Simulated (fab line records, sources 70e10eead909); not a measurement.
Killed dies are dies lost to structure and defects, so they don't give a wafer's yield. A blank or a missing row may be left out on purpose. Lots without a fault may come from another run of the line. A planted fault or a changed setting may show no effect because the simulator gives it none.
Which tool did it? | flow nand_harc | 6 lots, 17 wafers sampled, at 5 steps of a route of 1159

WHAT THE GAUGES READ, wafer by wafer
NHARC_END_SORT_01.
lot  | measured     | on        | killed_at_array
L552 | day 21 17:50 | prober-01 | 23 670

WHICH TOOL RAN EACH LOT (tool, then ch and the chambers of the sampled wafers, then the start)
lot  | NHARC_A_STAIRCASE_ETCH_292         | NHARC_A_STAIRCASE_HM_OPEN_463      | NHARC_A_STAIRCASE_ETCHBACK_416                | NHARC_A_STAIRCASE_ALD_420
L545 | rie_diel-05 ch 1,2,3, day 11 21:43 | rie_diel-02 ch 0,1,2, day 12 03:10 | rie_diel-02 ch 0,2,3, day 12 10:15 or earlier | ald_hk-02 ch 0,1,2, day 12 10:15
L547 | rie_diel-13 ch 0,3, day 12 03:58   | rie_diel-02 ch 1,3, day 12 09:11   | rie_diel-05 ch 1,2,3, day 12 17:02 or earlier | ald_hk-03 ch 1,2,3, day 12 17:02
L552 | rie_diel-13 ch 0,1, day 13 22:09   | rie_diel-05 ch 2,3, day 14 03:29   | rie_diel-02 ch 1,3, day 14 08:42              | ald_hk-02 ch 0,1, day 14 13:26
L556 | rie_diel-13 ch 0,2,3, day 14 21:21 | rie_diel-13 ch 0,2,3, day 15 05:37 | rie_diel-02 ch 0,1, day 15 13:28 or earlier   | ald_hk-02 ch 0,2,3, day 15 13:28
L561 | rie_diel-13 ch 1,2,3, day 15 19:19 | rie_diel-13 ch 0,1,2, day 16 00:37 | rie_diel-02 ch 0,2,3, day 16 10:52 or earlier | ald_hk-03 ch 0,1,2, day 16 10:52
L566 | rie_diel-05 ch 0,3, day 16 17:00   | rie_diel-13 ch 0,2,3, day 16 23:33 | rie_diel-02 ch 1,2,3, day 17 07:22 or earlier | ald_hk-03 ch 2,3, day 17 07:22
- NHARC_A_STAIRCASE_ETCH_292: etches the open film in CF4/CHF3.
- NHARC_A_STAIRCASE_HM_OPEN_463: chemistry O2/COS.
- NHARC_A_STAIRCASE_ETCHBACK_416: etches the open film in C4F8/O2/Ar, target depth 36 nm, time 7.2 s.
- NHARC_A_STAIRCASE_ALD_420: deposits SiO2, target thk 20 nm, pulse time 6 s, ald cycles 200.

THE ANSWER, worked out from the rows above alone
Rule: what is usual is taken from the lots themselves. Put in order of their means at a reading, lots are off if they are a third of the lots or fewer, leave a main group of 4 or more, and stand apart from it by a gap of 3 or more times the standard deviation of the main group's means; of several such gaps the widest counts. A main group whose means are all the same, to the digits that the tables above print for the reading, isn't used. A lot without any number at a reading at which 4 lots or more have one is off too. The other lots that the step has rows for count as sound.
No lot is off at any reading shown: from this, nothing can be told.

WHAT THE SIMULATOR HAD PUT IN
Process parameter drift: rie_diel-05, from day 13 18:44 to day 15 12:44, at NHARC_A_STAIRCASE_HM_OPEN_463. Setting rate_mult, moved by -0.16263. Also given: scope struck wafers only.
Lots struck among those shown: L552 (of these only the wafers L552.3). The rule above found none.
